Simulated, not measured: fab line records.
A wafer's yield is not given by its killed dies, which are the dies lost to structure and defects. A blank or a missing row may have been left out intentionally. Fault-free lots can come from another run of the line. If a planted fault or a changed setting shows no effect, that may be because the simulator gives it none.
fab line records	flow nand_harc
record lots=5	wafers=15	last_day=30
route steps=1302 shown P_BONDPAD@361 A_ZERO_WELL@390 END@1302
lots that met no fault: taken from a fault-free run of the same line
start_h: hours from the record's first day to the start of the lot's first wafer shown	wait_h: hours from the lot's prior step to this one	" same as the row above	L1.1+2: a row that stands for several wafers	- no value, or no start was given	* or withheld: withheld	< > ~ a bound
route shown NAME@n: a module of which the file shows steps, and the number in the route of the first	usual: the fault-free wafers' mean and standard deviation	same: alike in all rows	chamber/n: place in a boat	sites: readings site by site	_std_site: standard deviation of those values	_edge_site: mean of outer sites minus mean of inner sites	radius_mm: for every site, how far away it sits from the centre of the wafer	mask NAME#n: copy n	behind: the last tool/chamber to shape the wafer	hold: what put the lot on hold/how long, in hours/how the hold closed	device: transistor that didn't switch, given as n, p or np	end of line: at the end of the route, the tests of the same wafers	a step given without rows: its recipe and nothing more	killed: the dies lost at the first sort to structure and to defects; this is not the yield of the wafer	map: dies across one wafer; x = killed, . = not, _ = none there
set.NAME: setting as actually run; set.NAME@STEP: the setting as run at that earlier step	model.NAME: the simulator's own value behind a step, which no gauge read
certain route steps with their lots: each step a table, each wafer a row
services: the hour from which a tool's chamber was out of use, counted from the record's first day as start_h (under 0 if before that day), plus the number of hours and why
## steps
# step NHARC_P_BONDPAD_EXPOSE_06
# recipe na=0.55	dose_mj=37.06	mask_id=P_BPAD
# step NHARC_P_BONDPAD_PEB_07
# recipe peb_temp_c=128	peb_time_s=80
# step NHARC_P_BONDPAD_DEVELOP_08
# recipe time_s=50	dev_temp_c=22
# step NHARC_P_BONDPAD_CD_MEAS_09
# recipe target_cd_nm=500	landing_energy_ev=500
# usual cd_nm=498.5/1.9
lot.wafer	tool	chamber	start_h	wait_h	cd_nm
L694.4	cd_sem-03	0	193.74	-	496.5
L694.5	"	0	"	"	499.7
L694.6	"	0	"	"	497.2
L700.1	cd_sem-02	0	204.10	-	495.8
L700.4	"	0	"	"	496.9
L700.6	"	0	"	"	497.6
L704.2	cd_sem-01	0	252.87	-	497.7
L704.4	"	0	"	"	497.3
L704.5	"	0	"	"	497.7
L706.2	cd_sem-03	0	276.92	-	495.4
L706.3	"	0	"	"	497.4
L706.5	"	0	"	"	495.6
L710.1	cd_sem-02	0	299.73	-	500.5
L710.3	"	0	"	"	499.6
L710.5	"	0	"	"	500.1
# step NHARC_P_BONDPAD_OVL_MEAS_38
# usual overlay_x_nm=0/4.8	overlay_y_nm=2/5.4
lot.wafer	tool	chamber	start_h	wait_h	overlay_x_nm	overlay_y_nm
L694.4	overlay-01	-	193.83	-	-4	-4
L694.5	"	-	"	"	-4	-4
L694.6	"	-	"	"	-4	-4
L700.1	overlay-01	-	204.19	-	8	-7
L700.4	"	-	"	"	8	-6
L700.6	"	-	"	"	8	-6
L704.2	overlay-02	-	252.96	-	6	-2
L704.4	"	-	"	"	5	-2
L704.5	"	-	"	"	6	-2
L706.2	overlay-01	-	277.01	-	-1	5
L706.3	"	-	"	"	-2	5
L706.5	"	-	"	"	-1	6
L710.1	overlay-02	-	299.83	-	-1	0
L710.3	"	-	"	"	-1	-1
L710.5	"	-	"	"	-1	0
# step NHARC_P_BONDPAD_HARDBAKE_10
# recipe temp_c=118	time_s=65
# step NHARC_P_BONDPAD_DESCUM_11
# recipe time_s=3	o2_flow_sccm=200	ar_flow_sccm=0	bias_power_w=0	chemistry=O2
# step NHARC_P_BONDPAD_ETCH_37
# recipe target_depth_a=600	overetch_a=180	time_s=65.91	ion_energy_ev=200	n2_flow_sccm=150	h2_flow_sccm=150	ar_flow_sccm=0	rf_w=400	bias_w=150	chemistry=N2/H2
# step NHARC_P_BONDPAD_ETCH_12
# recipe target_depth_a=2000	time_s=100	chf3_flow_sccm=50	o2_flow_sccm=10	ar_flow_sccm=200	rf_w=500	bias_w=200	chemistry=CHF3/O2
# step NHARC_P_BONDPAD_CD_MEAS_13
# usual cd_nm=497.9/2
lot.wafer	tool	chamber	start_h	wait_h	cd_nm
L694.4	cd_sem-01	-	194.27	-	494.5
L694.5	"	-	"	"	498.9
L694.6	"	-	"	"	495.2
L700.1	cd_sem-02	-	204.62	-	494.9
L700.4	"	-	"	"	495.0
L700.6	"	-	"	"	495.0
L704.2	cd_sem-03	-	253.40	-	496.9
L704.4	"	-	"	"	497.2
L704.5	"	-	"	"	497.5
L706.2	cd_sem-03	-	277.45	-	493.7
L706.3	"	-	"	"	497.4
L706.5	"	-	"	"	495.5
L710.1	cd_sem-02	-	300.74	-	499.5
L710.3	"	-	"	"	498.6
L710.5	"	-	"	"	497.9
# step NHARC_P_BONDPAD_STRIP_15
# recipe o2_flow_sccm=500	ar_flow_sccm=0	bias_w=0	chemistry=O2
# usual drypump_motor_current_A=5.8/0.33	o2_flow_sccm=500.0/1.4	oes_product_au=1.000/0.01	rf_vpp_V=58.1/0.81	showerhead_plenum_p_Torr=3.65/0.12	throttle_valve_pct=17.036/0.01
lot.wafer	tool	chamber	start_h	wait_h	drypump_motor_current_A	o2_flow_sccm	oes_product_au	rf_hours_counter_h	rf_vpp_V	showerhead_plenum_p_Torr	throttle_valve_pct
L694.4	rie_diel-10	2	194.36	0.1	5.8	501.6	0.987	2.6	57.4	3.78	17.046
L694.6	"	1	"	"	5.9	499.2	0.997	-	58.9	3.55	17.041
L694.5	"	2	"	"	5.8	500.1	0.989	-	58.1	3.78	17.020
L700.1	rie_diel-03	2	204.73	0.1	5.4	501.6	1.016	6.2	57.8	3.35	17.038
L700.4	"	3	"	"	6.0	500.8	0.991	5.6	58.1	3.68	17.035
L700.6	"	1	"	"	5.9	499.2	1.010	-	57.6	3.73	17.022
L704.4	rie_diel-03	3	253.49	0.1	6.0	503.1	0.989	7.3	58.5	3.68	17.043
L704.2	"	0	"	"	5.0	497.6	0.990	7.2	58.4	3.76	17.042
L704.5	"	3	"	"	6.0	500.5	0.997	-	56.7	3.68	17.043
L706.3	rie_diel-10	2	277.54	0.1	5.8	501.6	0.994	0.7	58.6	3.78	17.032
L706.2	"	0	"	"	6.0	498.3	1.010	0.5	57.2	3.71	17.026
L706.5	"	1	"	"	5.9	501.8	1.006	-	57.4	3.55	17.025
L710.3	rie_diel-02	3	300.84	0.1	6.1	499.9	1.009	5.0	57.0	3.57	17.036
L710.1	"	0	"	"	6.0	501.6	1.006	5.0	57.3	3.70	17.014
L710.5	"	2	"	"	6.1	498.3	1.003	-	58.6	3.68	17.027
# step NHARC_P_BONDPAD_ETCH_24
# recipe target_depth_a=300	over_etch_frac=0.3	time_s=72.99	ion_energy_ev=150	cf4_flow_sccm=50	n2_flow_sccm=100	ar_flow_sccm=150	rf_w=300	bias_w=100	chemistry=CF4/N2
# step NHARC_P_BONDPAD_STRIP_16
# recipe time_s=600	temp_c=30	chemistry=post_etch_residue_remover
lot.wafer	tool	chamber	start_h	wait_h
L694.6+4+5	wet_bench-08	1,2,3	194.63	-
L700.4+6+1	wet_bench-08	2,3,4	204.98	-
L704.5+4+2	wet_bench-08	7,1,2	253.78	-
L706.5+2+3	wet_bench-08	6,0,1	277.81	-
L710.3+1+5	wet_bench-10	3,6,7	301.19	-
# step NHARC_P_BONDPAD_DEGAS_25
# recipe temp_c=300	time_s=60
# step NHARC_P_BONDPAD_PRE_CLEAN_26
# recipe time_s=30	temp_c=280	gas=H2/He
# usual heater_power_w=407/59
lot.wafer	tool	chamber	start_h	wait_h	heater_power_w
L694.4	pvd_sputter-02	-	-	-	378
L694.5	"	-	"	"	403
L694.6	"	-	"	"	368
L700.4	pvd_sputter-03	-	-	-	458
L700.1	"	-	"	"	374
L700.6	"	-	"	"	453
L704.2	pvd_sputter-01	-	-	-	431
L704.4	"	-	"	"	488
L704.5	"	-	"	"	426
L706.2	pvd_sputter-03	-	-	-	377
L706.3	"	-	"	"	449
L706.5	"	-	"	"	373
L710.3	pvd_sputter-01	-	-	-	554
L710.1	"	-	"	"	434
L710.5	"	-	"	"	433
# step NHARC_P_BONDPAD_PVD_17
# recipe target_thk_a=50	bias_v=168.6	power_w=15000	chamber_pressure_pa=0.12	time_s=8.06	substrate_temp_c=50	material=TaN
# step NHARC_P_BONDPAD_PVD_27
# recipe target_thk_a=300	chamber_pressure_pa=5	power_w=5000	substrate_temp_c=30	time_s=20.49	material=Cu
# usual throttle_valve_pct=30.0/1.1
lot.wafer	tool	chamber	start_h	wait_h	throttle_valve_pct
L694.4	pvd_sputter-02	-	-	-	31.1
L694.6	"	-	"	"	31.4
L694.5	"	-	"	"	29.5
L700.1	pvd_sputter-03	-	-	-	29.7
L700.4	"	-	"	"	30.8
L700.6	"	-	"	"	29.2
L704.4	pvd_sputter-01	-	-	-	30.9
L704.2	"	-	"	"	29.1
L704.5	"	-	"	"	30.9
L706.3	pvd_sputter-03	-	-	-	30.2
L706.2	"	-	"	"	32.1
L706.5	"	-	"	"	32.3
L710.3	pvd_sputter-01	-	-	-	30.7
L710.1	"	-	"	"	29.4
L710.5	"	-	"	"	30.8
# step NHARC_P_BONDPAD_ECD_18
# recipe target_thk_a=4000	bath_temp_c=25	material=Cu
# step NHARC_P_BONDPAD_ANNEAL_28
# recipe temp_c=225	time_s=90
# usual wafer_temp_C_max=225.90/0.27
lot.wafer	tool	chamber	start_h	wait_h	wafer_temp_C_max
L694.4	rtp_anneal-01	0	195.78	0.3	225.68
L694.5	"	0	"	"	226.01
L694.6	"	0	"	"	225.77
L700.1	rtp_anneal-01	0	205.99	0.3	225.89
L700.4	"	0	"	"	226.30
L700.6	"	0	"	"	225.94
L704.2	rtp_anneal-01	0	254.85	0.4	225.88
L704.4	"	0	"	"	225.96
L704.5	"	0	"	"	226.06
L706.2	rtp_anneal-02	0	278.85	-	225.65
L706.3	"	0	"	"	225.74
L706.5	"	0	"	"	225.65
L710.1	rtp_anneal-01	0	302.34	0.4	226.06
L710.3	"	0	"	"	225.70
L710.5	"	0	"	"	225.78
# step NHARC_P_BONDPAD_CMP_19
# recipe t_overpolish_s=30	cu_recess_touch_s=16	target_thk_nm=160.81
# usual motor_current_A=12.1/1.9	overpolish_run_s=29.999/0.0086	slurry_flow_ml_min=150.0/0.45
lot.wafer	tool	chamber	start_h	wait_h	motor_current_A	overpolish_run_s	slurry_flow_ml_min
L694.4	cmp-01	0	195.97	-	17.1	29.997	150.0
L694.6	"	0	"	"	16.5	29.988	149.5
L694.5	"	1	"	"	11.2	30.012	150.2
L700.4	cmp-03	2	206.32	-	10.6	29.984	150.5
L700.1	"	1	"	"	11.1	30.003	150.4
L700.6	"	3	"	"	11.4	29.996	151.3
L704.4	cmp-01	1	255.21	-	11.5	29.990	149.8
L704.2	"	2	"	"	10.2	30.003	149.9
L704.5	"	0	"	"	16.6	30.016	149.1
L706.3	cmp-03	1	279.18	-	11.3	30.007	149.9
L706.2	"	3	"	"	11.6	29.996	150.4
L706.5	"	1	"	"	11.5	29.997	150.0
L710.1	cmp-03	2	302.74	-	9.9	29.988	150.0
L710.3	"	3	"	"	11.7	30.010	150.0
L710.5	"	1	"	"	11.8	29.993	149.7
# step NHARC_P_BONDPAD_THK_MEAS_20
# recipe thk_meas_gauge=xrf
# usual thk_nm=160.9/1.6
lot.wafer	tool	chamber	start_h	wait_h	thk_nm
L694.4	film_metro-01	-	196.29	-	159.5
L694.5	"	-	"	"	159.6
L694.6	"	-	"	"	161.1
L700.1	film_metro-02	-	206.64	-	160.1
L700.4	"	-	"	"	161.6
L700.6	"	-	"	"	159.1
L704.2	film_metro-02	-	255.47	-	161.6
L704.4	"	-	"	"	162.4
L704.5	"	-	"	"	163.8
L706.2	film_metro-02	-	279.47	-	164.0
L706.3	"	-	"	"	162.5
L706.5	"	-	"	"	163.9
L710.1	film_metro-02	-	303.00	-	160.8
L710.3	"	-	"	"	161.2
L710.5	"	-	"	"	162.6
# step NHARC_P_BONDPAD_SRD_21
# recipe time_s=30	temp_c=23	dry_time_s=20	spin_rpm=1500
# step NHARC_P_BONDPAD_ACTIVATE_29
# recipe time_s=60	n2_flow_sccm=200	ar_flow_sccm=0	bias_power_w=0	chemistry=N2
# step NHARC_P_BONDPAD_PRECLEAN_30
# recipe time_s=300	temp_c=23	chemistry=DIW
# step NHARC_P_BONDPAD_SRD_31
# recipe time_s=30	temp_c=23	dry_time_s=20	spin_rpm=1500
# step NHARC_A_ZERO_WELL_PRECLEAN_00
# recipe time_s=600	temp_c=120	chemistry=SPM
# step NHARC_A_ZERO_WELL_SRD_01
# step NHARC_A_ZERO_WELL_DEHYDRATE_02
# recipe temp_c=150	time_s=120
# step NHARC_A_ZERO_WELL_HMDS_03
# recipe time_s=30
# step NHARC_A_ZERO_WELL_COAT_18
# recipe temp_c=200	time_s=65
# step NHARC_A_ZERO_WELL_COAT_04
# recipe spin_rpm=2000	resist_thk_nm=600
# step NHARC_A_ZERO_WELL_SOFTBAKE_05
# recipe temp_c=125	time_s=70
# step NHARC_A_ZERO_WELL_EBR_06
# step NHARC_A_ZERO_WELL_EXPOSE_07
# recipe na=0.55	dose_mj=33.85	mask_id=A_ZERO
# step NHARC_A_ZERO_WELL_PEB_08
# recipe peb_temp_c=128	peb_time_s=80
# step NHARC_A_ZERO_WELL_DEVELOP_09
# recipe time_s=50	dev_temp_c=22
# step NHARC_A_ZERO_WELL_CD_MEAS_10
# recipe target_cd_nm=2000	landing_energy_ev=500
# usual cd_nm=2001.9/1.6
lot.wafer	tool	chamber	start_h	wait_h	cd_nm
L694.4	cd_sem-01	0	197.70	-	2003.8
L694.5	"	0	"	"	2003.5
L694.6	"	0	"	"	2002.9
L700.1	cd_sem-02	0	208.05	-	2000.1
L700.4	"	0	"	"	2000.5
L700.6	"	0	"	"	2002.9
L704.2	cd_sem-03	0	257.07	-	2001.7
L704.4	"	0	"	"	1998.4
L704.5	"	0	"	"	2000.8
L706.2	cd_sem-03	0	280.86	-	2003.2
L706.3	"	0	"	"	2001.6
L706.5	"	0	"	"	2000.8
L710.1	cd_sem-02	0	304.42	-	2000.5
L710.3	"	0	"	"	2004.0
L710.5	"	0	"	"	2003.3
# step NHARC_A_ZERO_WELL_HARDBAKE_11
# recipe temp_c=118	time_s=65
# step NHARC_END_SORT_01
# recipe temp_c=25
# usual defect_limited_yield=91/3.2	killed_at_array=55/22	killed_at_other=1.1/1.4	killed_at_periphery=4/3.2	killed_dies=59/22	killed_open=3.3/1.8	killed_short=2.5/1.5
# same gross_dies=677
lot.wafer	tool	chamber	start_h	wait_h	defect_limited_yield[%]	killed_at_array	killed_at_other	killed_at_periphery	killed_dies	killed_open	killed_short
L700.1	prober-02	0	638.11	2.5	96	24	0	1	25	4	1
L700.4	prober-02	0	640.53	3.4	96	21	0	4	25	2	0
L700.6	prober-02	0	642.15	4.0	94	33	1	5	39	3	3
L704.2	prober-01	0	680.20	2.8	95	25	0	6	31	4	1
L704.4	prober-01	0	681.80	3.4	94	29	2	9	40	7	1
L704.5	prober-01	0	682.61	3.7	94	33	0	6	39	5	4
L706.5	prober-01	0	708.23	3.7	87	59	0	26	85	2	2
L710.3	prober-01	0	726.22	3.1	87	81	5	1	87	2	0
# killed by level:class
L700.1 A_CHANNEL_HOLE_D2:chamber_film_flake=11 A_CHANNEL_HOLE_D1:chamber_film_flake=3 A_CONTACT:chamber_film_flake=3 A_STAIRCASE:chamber_film_flake=2 P_M0:geometric_particle:open=1 A_ONON_D1:geometric_particle:open=1 A_CHANNEL_HOLE_D1:geometric_particle:short=1 A_SGD_CUT:geometric_particle:open=1
L700.4 A_CHANNEL_HOLE_D2:chamber_film_flake=11 P_STI:chamber_film_flake=3 A_STAIRCASE:chamber_film_flake=3 A_SLIT:chamber_film_flake=2 A_DECK1_JOINT:geometric_particle:open=1 A_SGD_CUT:geometric_particle:open=1 P_M2:chamber_film_flake=1 A_CHANNEL_HOLE_D1:chamber_film_flake=1
L700.6 A_CHANNEL_HOLE_D2:chamber_film_flake=10 A_CHANNEL_HOLE_D1:chamber_film_flake=6 A_DECK1_JOINT:chamber_film_flake=5 A_STAIRCASE:chamber_film_flake=5 P_STI:chamber_film_flake=4 A_CHANNEL_HOLE_D1:geometric_particle:open=2 A_DECK1_JOINT:geometric_particle:short=2 A_ONON_D1:geometric_particle:short=1
L704.2 A_CHANNEL_HOLE_D1:chamber_film_flake=7 A_CONTACT:chamber_film_flake=7 A_STAIRCASE:chamber_film_flake=3 P_BONDPAD:chamber_film_flake=2 A_DECK1_JOINT:chamber_film_flake=2 P_CONTACT:geometric_particle:open=1 P_CONTACT:geometric_particle:short=1 P_M1:geometric_particle:open=1
L704.4 A_CHANNEL_HOLE_D1:chamber_film_flake=9 P_BONDPAD:chamber_film_flake=5 A_SLIT:chamber_film_flake=4 A_STAIRCASE:chamber_film_flake=4 A_CONTACT:chamber_film_flake=4 P_GATE:geometric_particle:open=2 A_WL_FILL:geometric_particle:open=2 A_CHANNEL_HOLE_D2:chamber_film_flake=2
L704.5 A_CHANNEL_HOLE_D1:chamber_film_flake=11 A_CONTACT:chamber_film_flake=5 P_BONDPAD:chamber_film_flake=4 A_CHANNEL_FILL_D2:chamber_film_flake=4 A_STAIRCASE:chamber_film_flake=3 A_CHANNEL_FILL_D2:geometric_particle:short=2 P_GATE:geometric_particle:open=1 A_CHANNEL_FILL_D1:geometric_particle:short=1
L706.5 A_SLIT:chamber_film_flake=34 P_BONDPAD:unspecified=23 A_CHANNEL_HOLE_D1:chamber_film_flake=8 A_CHANNEL_FILL_D1:chamber_film_flake=4 P_CONTACT:chamber_film_flake=3 A_STAIRCASE:chamber_film_flake=2 A_WL_FILL:chamber_film_flake=2 A_CONTACT:chamber_film_flake=2
L710.3 A_SLIT:chamber_film_flake=40 A_CHANNEL_HOLE_D2:chamber_film_flake=25 A_CHANNEL_HOLE_D1:chamber_film_flake=9 THIN_TSV:chamber_film_flake=5 A_SGD_CUT:chamber_film_flake=4 P_CONTACT:geometric_particle:open=1 A_M0:geometric_particle:open=1 A_CHANNEL_FILL_D1:chamber_film_flake=1
# map L706.5 (x killed, . not)
____________.____________
_________......._________
_______..........._______
______.............______
_____...........x.x._____
____.................____
____.................____
___...........x..x....___
___...........x.......___
__............x.x.x....__
__............x.x...x..__
_............xx........._
_.....xx.....xxxxx......_
_............xxxxx..xx.._
_............x.x.xx....._
_........x..xxxxxxx....._
.....x.......x...x.......
.............x.x.xx....x.
.........................
......................xx.
.....................x...
_...........x..........._
_..................x...._
_...................x..._
_......................._
_......................._
__.................x...__
__.........x.......xx.x__
___................x.x___
___...................___
____..x..............____
____..xxxx...x.......____
_____.xxxx..x......._____
______xxxxx........______
_______xxxxxx....._______
_________xxx...._________
____________.____________
# map L694.4 (x killed, . not)
____________.____________
_________x......_________
_______..........._______
______.............______
_____......x........_____
____...............x.____
____x...x............____
___...xxxx............___
___....xxxx..x.x......___
__.....xxx..x....x.....__
__...xxxxxxx..xxx......__
_.....xxxxxx...x.xx....._
_......xxx.x.xxxxx......_
_.....x.xx..x.xxx......._
_......xxx....xxxx......_
_........x....xxx......._
.............xxxxx.....x.
.............x..x.x......
...............x.........
..................x......
...................x...x.
_..x...................._
_.........x............._
_.................x...x._
_......................._
_.................x.x.x._
__............x..x.....__
__......x......x.......__
___........x.......x..___
___...................___
____.................____
____.................____
_____..............._____
______.............______
_______..........._______
_________......._________
____________.____________
## services
tool	chamber	start_h	hours	kind
pvd_sputter-02	-	171.88	1.2	repair
cmp-01	-	187.68	4.0	pm
wet_bench-08	-	192.80	1.4	repair
pvd_sputter-01	-	214.85	2.3	repair
rie_diel-02	-	216.70	9.0	pm
pvd_sputter-01	-	226.00	10.0	pm
pvd_sputter-03	-	227.63	10.0	pm
cmp-01	-	234.88	0.9	repair
rie_diel-10	3	236.96	3.5	repair
rie_diel-10	-	242.50	9.0	pm
cmp-03	-	262.55	4.0	pm
rie_diel-10	0	263.82	7.1	repair
cmp-01	-	266.81	0.5	repair
rie_diel-02	1	270.43	9.6	repair
cmp-01	-	273.43	3.3	repair
cmp-01	-	279.71	1.9	repair
rie_diel-03	-	281.30	9.0	pm
pvd_sputter-02	-	282.00	10.0	pm
cmp-01	-	285.68	4.0	pm
wet_bench-08	-	294.40	8.0	pm
rie_diel-02	2	301.24	22.0	repair
wet_bench-08	0	302.40	-	consumable_replace:bath
wet_bench-08	0	302.40	-	consumable_replace:filter
wet_bench-08	1	302.40	-	consumable_replace:bath
## key
first_sign step=NHARC_END_SORT_01	reading=killed_at_periphery	direction=up	sigmas=7.1	usual=4	struck=26
effect none on later readings
met_at NHARC_P_BONDPAD_STRIP_16
struck_wafers L706.5
fault kind=chamber_particle_source	tool=wet_bench-08	chamber=6	onset_h=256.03	steps=NHARC_P_BONDPAD_STRIP_16	rate_per_visit_cm2=0.5397	end_h=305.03
